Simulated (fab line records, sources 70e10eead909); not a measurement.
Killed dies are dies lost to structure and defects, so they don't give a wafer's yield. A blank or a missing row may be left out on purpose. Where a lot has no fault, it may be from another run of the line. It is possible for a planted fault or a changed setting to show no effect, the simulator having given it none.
Commonality check across tools    flow nandHarc    Lots sampled 11, wafers sampled 33

== REASON FOR OPENING ==
On 1 of the 11 lots, a flag is raised at NHARC_P_ZERO_WELL_CD_MEAS_37 on the reading cdNm. Wafers without a fault read 720.5 nm, standard deviation 1.8.
Rule: a lot is flagged when every wafer of it that has a number lies more than 4 standard deviations from that mean, or none has a number. The rest of the lots are taken to be sound.

lot   measured      on        cdNm (nm), wafer by wafer  flag
L437  day 2 10:13   cdSem-01  721.9 718.4 719.3          
L439  day 3 06:07   cdSem-01  719.4 720.2 719.9          
L440  day 3 16:16   cdSem-01  721.4 720.2 718.9          
L443  day 5 02:10   cdSem-01  688.9 690.6 688.8          FLAGGED
L451  day 8 06:09   cdSem-02  721.9 720.6 722.4          
L452  day 8 16:14   cdSem-01  719.4 720.5 717.4          
L453  day 9 02:05   cdSem-01  723.9 724.1 722.3          
L454  day 9 12:13   cdSem-02  720.1 719.1 720.3          
L456  day 10 08:13  cdSem-01  721.1 722.8 722.8          
L458  day 11 04:13  cdSem-01  719.8 719.0 720.6          
L459  day 11 14:01  cdSem-02  722.2 718.4 718.3          
Average over the flagged lots: 689.4 nm; offset from the usual -31.1 nm, equal to -17 standard deviations.

== TOOL THAT RAN EACH LOT ==
The record holds 3 process steps before the reading, out of a route of 1302 steps. Every cell lists first the tool, next ch and the chambers used by the sampled wafers, and last the start.
lot   flag     NHARC_P_ZERO_WELL_DESCUM_13        NHARC_P_ZERO_WELL_DESCUM_26        NHARC_P_ZERO_WELL_EXPOSE_34
L437           rieDiel-11 ch 0,1,2, day 2 07:24   rieDiel-09 ch 0,2,3, day 2 08:45   krfScanner-02 ch 0, day 2 10:03
L439           rieDiel-13 ch 0,2,3, day 3 03:17   rieDiel-11 ch 0,1,3, day 3 04:38   krfScanner-04 ch 0, day 3 05:58
L440           rieDiel-11 ch 0,1,2, day 3 13:25   rieDiel-11 ch 1,3, day 3 14:44     krfScanner-01 ch 0, day 3 16:07
L443  FLAGGED  rieDiel-09 ch 0,2,3, day 4 19:19   rieDiel-13 ch 1,2,3, day 4 20:50   krfScanner-02 ch 0, day 5 02:00
L451           rieDiel-09 ch 1,2,3, day 8 03:17   rieDiel-11 ch 0,1, day 8 04:40     krfScanner-02 ch 0, day 8 06:00
L452           rieDiel-09 ch 1,2,3, day 8 13:25   rieDiel-11 ch 0,1,3, day 8 14:53   krfScanner-02 ch 0, day 8 16:06
L453           rieDiel-13 ch 0,2,3, day 8 23:16   rieDiel-09 ch 0,1, day 9 00:37     krfScanner-01 ch 0, day 9 01:56
L454           rieDiel-13 ch 1,2, day 9 09:23     rieDiel-09 ch 0,1,3, day 9 10:45   krfScanner-04 ch 0, day 9 12:04
L456           rieDiel-11 ch 0,1,3, day 10 05:24  rieDiel-11 ch 0,1,3, day 10 06:44  krfScanner-02 ch 0, day 10 08:04
L458           rieDiel-09 ch 0,3, day 11 01:24    rieDiel-13 ch 2,3, day 11 02:44    krfScanner-02 ch 0, day 11 04:04
L459           rieDiel-09 ch 0,1,2, day 11 11:24  rieDiel-09 ch 1,2,3, day 11 12:37  krfScanner-02 ch 0, day 11 13:51
What the steps here do:
- NHARC_P_ZERO_WELL_DESCUM_13: chemistry O2, time 3 s.
- NHARC_P_ZERO_WELL_DESCUM_26: chemistry O2, time 3 s.
- NHARC_P_ZERO_WELL_EXPOSE_34: exposes mask P PWELL, target cd 720 nm.
- NHARC_P_ZERO_WELL_CD_MEAS_37: target cd 720 nm.

== FLAGGED AGAINST TOTAL, ONE TOOL AT A TIME (gauges that did the reading follow at the end) ==
step                          tool           lots run  flagged  share of the flagged lots  sound lots run after its first flagged lot
NHARC_P_ZERO_WELL_DESCUM_13   rieDiel-09     5         1        all                        4 (L451,L452,L458,L459)
NHARC_P_ZERO_WELL_DESCUM_13   rieDiel-11     3         0        none                       -
NHARC_P_ZERO_WELL_DESCUM_13   rieDiel-13     3         0        none                       -
NHARC_P_ZERO_WELL_DESCUM_26   rieDiel-09     4         0        none                       -
NHARC_P_ZERO_WELL_DESCUM_26   rieDiel-11     5         0        none                       -
NHARC_P_ZERO_WELL_DESCUM_26   rieDiel-13     2         1        all                        1 (L458)
NHARC_P_ZERO_WELL_EXPOSE_34   krfScanner-01  2         0        none                       -
NHARC_P_ZERO_WELL_EXPOSE_34   krfScanner-02  7         1        all                        5 (L451,L452,L456,L458,L459)
NHARC_P_ZERO_WELL_EXPOSE_34   krfScanner-04  2         0        none                       -
NHARC_P_ZERO_WELL_CD_MEAS_37  cdSem-01       8         1        all                        4 (L452,L453,L456,L458)
NHARC_P_ZERO_WELL_CD_MEAS_37  cdSem-02       3         0        none                       -

== WHAT THE TABLE PERMITS ==
4 rows of the table ran every flagged lot: rieDiel-09 at NHARC_P_ZERO_WELL_DESCUM_13, rieDiel-13 at NHARC_P_ZERO_WELL_DESCUM_26, krfScanner-02 at NHARC_P_ZERO_WELL_EXPOSE_34, cdSem-01 at NHARC_P_ZERO_WELL_CD_MEAS_37.
- rieDiel-09 at NHARC_P_ZERO_WELL_DESCUM_13: 1 of its 5 lots flagged. After the first flagged lot (L451, L452, L458, L459), sound lots still ran on it; a lasting fault on the whole tool would not permit that.
- rieDiel-13 at NHARC_P_ZERO_WELL_DESCUM_26: 1 of its 2 lots flagged. After the first flagged lot (L458), sound lots still ran on it; a lasting fault on the whole tool would not permit that.
- krfScanner-02 at NHARC_P_ZERO_WELL_EXPOSE_34: 1 of its 7 lots flagged. After the first flagged lot (L451, L452, L456, L458, L459), sound lots still ran on it; a lasting fault on the whole tool would not permit that.
- cdSem-01 at NHARC_P_ZERO_WELL_CD_MEAS_37: 1 of its 8 lots flagged. After the first flagged lot (L452, L453, L456, L458), sound lots still ran on it; a lasting fault on the whole tool would not permit that.
Not one row of the table ran every flagged lot while running no sound lot after the first.

== WHAT THE SIMULATOR HAD PUT IN ==
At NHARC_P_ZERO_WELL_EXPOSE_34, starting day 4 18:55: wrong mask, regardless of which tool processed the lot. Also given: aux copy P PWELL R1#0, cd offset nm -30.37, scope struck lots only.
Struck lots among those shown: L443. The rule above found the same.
